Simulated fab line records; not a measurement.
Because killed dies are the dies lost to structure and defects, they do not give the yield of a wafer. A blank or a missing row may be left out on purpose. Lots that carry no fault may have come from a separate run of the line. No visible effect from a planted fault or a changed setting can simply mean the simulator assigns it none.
Tool commonality check -- flow nand_harc -- 14 lots, 48 wafers sampled

WHY IT WAS OPENED
At NHARC_A_M1_CD_MEAS_09 the reading cd_nm is flagged on 2 of 14 lots. Fault-free wafers read 119.9 nm, with a standard deviation of 0.59.
Rule: flag the lot when none of its wafers has a number, or when each of its wafers that has one lies beyond 4 standard deviations from that mean. As for the other lots, they are considered sound.

lot,measured,on,"cd_nm (nm), wafer by wafer",flag
L538,day 23 09:03,cd_sem-03,120.3 120.4 119.9,
L539,day 23 11:32,cd_sem-03,119.2 119.4 120.6,
L542,day 23 22:45,cd_sem-01,120.5 121.3 120.6,
L540,day 24 01:13,cd_sem-02,120.2 119.8 120.4,
L541,day 24 09:34,cd_sem-01,120.0 120.7 120.9,
L543,day 25 16:48,cd_sem-01,119.8 119.5 120.2,
L552,day 28 22:40,cd_sem-03,101.4 101.4 100.5 101.3 101.3 100.4,FLAGGED
L553,day 29 04:25,cd_sem-03,104.7 104.6 105.5 104.3 104.1 105.0,FLAGGED
L554,day 30 01:31,cd_sem-01,120.2 119.8 120.4,
L556,day 30 03:19,cd_sem-02,119.6 120.0 120.3,
L557,day 31 08:26,cd_sem-02,119.5 120.1 120.5,
L558,day 31 14:59,cd_sem-03,119.0 120.3 119.4,
L560,day 32 02:23,cd_sem-03,119.5 119.6 119.5,
L561,day 32 03:29,cd_sem-02,119.1 120.0 119.8,
The mean of the flagged lots' numbers is 102.9 nm, -17.0 nm from the usual (-29 standard deviations).

EACH LOT AND THE TOOL IT RAN ON
4 process steps preceding the reading are held in the record, out of 1302 steps in the route. Read each cell as the tool, then ch plus the chambers that the sampled wafers visited, then the start.
lot,flag,NHARC_A_BLC_STRIP_21,NHARC_A_BLC_CMP_25,NHARC_A_M0_ETCH_15,NHARC_A_M1_EXPOSE_06
L538,,"rie_diel-06 ch 0,1, day 23 02:23","cmp-04 ch 1,2,3, day 23 03:46","rie_diel-07 ch 0,3, day 23 08:55 or earlier","arfi_scanner-01 ch 0, day 23 08:55"
L539,,"rie_diel-06 ch 1,2, day 23 04:55","cmp-02 ch 1,2, day 23 06:19","rie_diel-07 ch 1,2,3, day 23 11:24 or earlier","arfi_scanner-03 ch 0, day 23 11:24"
L542,,"rie_diel-08 ch 1,3, day 23 15:58","cmp-02 ch 0,2,3, day 23 17:22","rie_diel-01 ch 0,3, day 23 22:37 or earlier","arfi_scanner-02 ch 0, day 23 22:37"
L540,,"rie_diel-09 ch 0,2,3, day 23 18:16","cmp-02 ch 0,1,2, day 23 19:40","rie_diel-05 ch 0,1,3, day 24 01:05 or earlier","arfi_scanner-01 ch 0, day 24 01:05"
L541,,"rie_diel-08 ch 1,2,3, day 24 02:56","cmp-01 ch 0,1,3, day 24 04:23","rie_diel-05 ch 0,2,3, day 24 09:26 or earlier","arfi_scanner-03 ch 0, day 24 09:26"
L543,,"rie_diel-06 ch 0,1,2, day 25 10:16","cmp-04 ch 0,1,3, day 25 11:44","rie_diel-07 ch 0,1,2, day 25 16:40 or earlier","arfi_scanner-03 ch 0, day 25 16:40"
L552,FLAGGED,"rie_diel-09 ch 0,1,2, day 28 15:44","cmp-04 ch 0,3, day 28 17:07","rie_diel-05 ch 1,2, day 28 22:32 or earlier","arfi_scanner-01 ch 0, day 28 22:32"
L553,FLAGGED,"rie_diel-09 ch 0,2, day 28 21:33","cmp-01 ch 0,1,2, day 28 22:57","rie_diel-01 ch 0,1,3, day 29 04:16 or earlier","arfi_scanner-01 ch 0, day 29 04:16"
L554,,"rie_diel-09 ch 0,3, day 29 18:51","cmp-01 ch 0,1,2, day 29 20:20","rie_diel-07 ch 2,3, day 30 01:22 or earlier","arfi_scanner-03 ch 0, day 30 01:22"
L556,,"rie_diel-08 ch 1,2,3, day 29 20:37","cmp-02 ch 0,1, day 29 22:01","rie_diel-05 ch 2,3, day 30 03:10 or earlier","arfi_scanner-03 ch 0, day 30 03:10"
L557,,"rie_diel-08 ch 0,2,3, day 31 01:35","cmp-01 ch 0,1,2, day 31 03:05","rie_diel-05 ch 0,1,2, day 31 08:19 or earlier","arfi_scanner-02 ch 0, day 31 08:19"
L558,,"rie_diel-06 ch 0,2,3, day 31 07:45","cmp-02 ch 1,2, day 31 09:35","rie_diel-07 ch 0,1,3, day 31 14:50 or earlier","arfi_scanner-02 ch 0, day 31 14:50"
L560,,"rie_diel-08 ch 1,2,3, day 31 19:44","cmp-01 ch 1,2, day 31 21:08","rie_diel-05 ch 0,1,2, day 32 02:14 or earlier","arfi_scanner-02 ch 0, day 32 02:14"
L561,,"rie_diel-08 ch 1,2,3, day 31 20:46","cmp-01 ch 0,2,3, day 31 22:12","rie_diel-05 ch 2,3, day 32 03:21 or earlier","arfi_scanner-02 ch 0, day 32 03:21"
What the steps here do:
- NHARC_A_BLC_STRIP_21: strips in O2.
- NHARC_A_BLC_CMP_25: polishes, t overpolish 30 s, target thk 150 nm.
- NHARC_A_M0_ETCH_15: etches the open film in C4F8/Ar, target depth 150 nm, overetch 15 nm, time 82.5 s.
- NHARC_A_M1_EXPOSE_06: exposes mask A M1, target cd 120 nm.
- NHARC_A_M1_CD_MEAS_09: target cd 120 nm.

FLAGGED AGAINST TOTAL, ONE TOOL AT A TIME (gauges that did the reading follow at the end)
step,tool,lots run,flagged,share of the flagged lots,sound lots run after its first flagged lot
NHARC_A_BLC_STRIP_21,rie_diel-06,4,0,none,-
NHARC_A_BLC_STRIP_21,rie_diel-08,6,0,none,-
NHARC_A_BLC_STRIP_21,rie_diel-09,4,2,all,1 (L554)
NHARC_A_BLC_CMP_25,cmp-01,6,1,some,"4 (L554,L557,L560,L561)"
NHARC_A_BLC_CMP_25,cmp-02,5,0,none,-
NHARC_A_BLC_CMP_25,cmp-04,3,1,some,0
NHARC_A_M0_ETCH_15,rie_diel-01,2,1,some,0
NHARC_A_M0_ETCH_15,rie_diel-05,7,1,some,"4 (L556,L557,L560,L561)"
NHARC_A_M0_ETCH_15,rie_diel-07,5,0,none,-
NHARC_A_M1_EXPOSE_06,arfi_scanner-01,4,2,all,0
NHARC_A_M1_EXPOSE_06,arfi_scanner-02,5,0,none,-
NHARC_A_M1_EXPOSE_06,arfi_scanner-03,5,0,none,-
NHARC_A_M1_CD_MEAS_09,cd_sem-01,4,0,none,-
NHARC_A_M1_CD_MEAS_09,cd_sem-02,4,0,none,-
NHARC_A_M1_CD_MEAS_09,cd_sem-03,6,2,all,"2 (L558,L560)"
NHARC_A_M0_ETCH_15: start missing for some lots; hours and lot order therefore follow NHARC_A_M1_EXPOSE_06.

WHAT THE TABLE PERMITS
Rows of the table that ran every flagged lot, 3 in all: rie_diel-09 at NHARC_A_BLC_STRIP_21, arfi_scanner-01 at NHARC_A_M1_EXPOSE_06, cd_sem-03 at NHARC_A_M1_CD_MEAS_09.
- rie_diel-09 at NHARC_A_BLC_STRIP_21 ran 4 lots, 2 of them flagged. Lots that were sound ran on it after the first flagged one (L554); a persistent fault on the entire tool would not allow that.
- arfi_scanner-01 at NHARC_A_M1_EXPOSE_06 ran 4 lots, 2 of them flagged. A fault beginning between L540 (day 24 01:05), its last sound lot, and L552 (day 28 22:32), its first flagged one, fits the data. Its own readings (exposure_dose_mJ_cm2) fall more than 4 standard deviations out on all wafers of the flagged lots.
- cd_sem-03 at NHARC_A_M1_CD_MEAS_09 ran 6 lots, 2 of them flagged. Lots that were sound ran on it after the first flagged one (L558, L560); a persistent fault on the entire tool would not allow that.
One tool is left: arfi_scanner-01 at NHARC_A_M1_EXPOSE_06.

WHAT HAD BEEN PUT IN BY THE SIMULATOR
Process parameter drift: arfi_scanner-01, from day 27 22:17 on, at NHARC_A_M1_EXPOSE_06. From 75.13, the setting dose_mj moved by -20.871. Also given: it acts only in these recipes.
Lots struck among those shown: L552, L553. This agrees with what the rule above found.
